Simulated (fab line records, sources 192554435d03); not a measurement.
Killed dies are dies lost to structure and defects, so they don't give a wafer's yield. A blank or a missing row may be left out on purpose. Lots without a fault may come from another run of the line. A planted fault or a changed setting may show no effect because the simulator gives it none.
Chamber matching | flow n5_finfet | N5_FIN_SAQP_PECVD_48 on pecvd-01: 3 sister chambers
The step deposits SiNx from SiH4/NH3/N2, target thk 25 nm, time 22.1 s. 6 wafers are shown with their chamber, then 7 later ones without.

WAFERS WITH THEIR CHAMBER
wafer  | chamber | throttle_valve_pct (%) | showerhead_plenum_p_Torr (Torr)
L083.5 | 1       | 39.1                   | 5.02
L086.2 | 2       | 35.3                   | 5.17
L086.3 | 0       | 42.1                   | 5.06
L086.6 | 2       | 35.1                   | 5.19
L091.1 | 0       | 42.4                   | 5.06
L091.4 | 1       | 39.2                   | 5.02

WAFERS WITHOUT THEIR CHAMBER
wafer  | throttle_valve_pct (%) | showerhead_plenum_p_Torr (Torr)
L091.5 | 35.2                   | 5.17
L094.1 | 42.3                   | 5.06
L094.4 | 35.4                   | 5.20
L094.5 | 39.1                   | 5.02
L096.1 | 39.0                   | 5.02
L096.2 | 35.6                   | 5.19
L096.4 | 35.4                   | 5.16

WHICH CHAMBER EACH WENT THROUGH
wafer  | from the rows above | in truth
L091.5 | 2                   | 2
L094.1 | 0                   | 0
L094.4 | 2                   | 2
L094.5 | 1                   | 1
L096.1 | 1                   | 1
L096.2 | 2                   | 2
L096.4 | 2                   | 2
Placed correctly: 7 of 7. Can't be placed from these rows: 0. Placed wrongly: 0.
How it was worked out, from the rows above alone: a wafer's distance from a chamber is the root of the sum, over the readings, of the square of ((its reading less the chamber's mean) divided by the reading's scatter). The wafer belongs to the nearest chamber; if the next one is less than 2 further off, it can't be placed. A chamber's mean is the mean of its shown wafers. The scatter: the root of (the sum of the squares of (reading less its chamber's mean) over the shown wafers, divided by (wafers less chambers)).
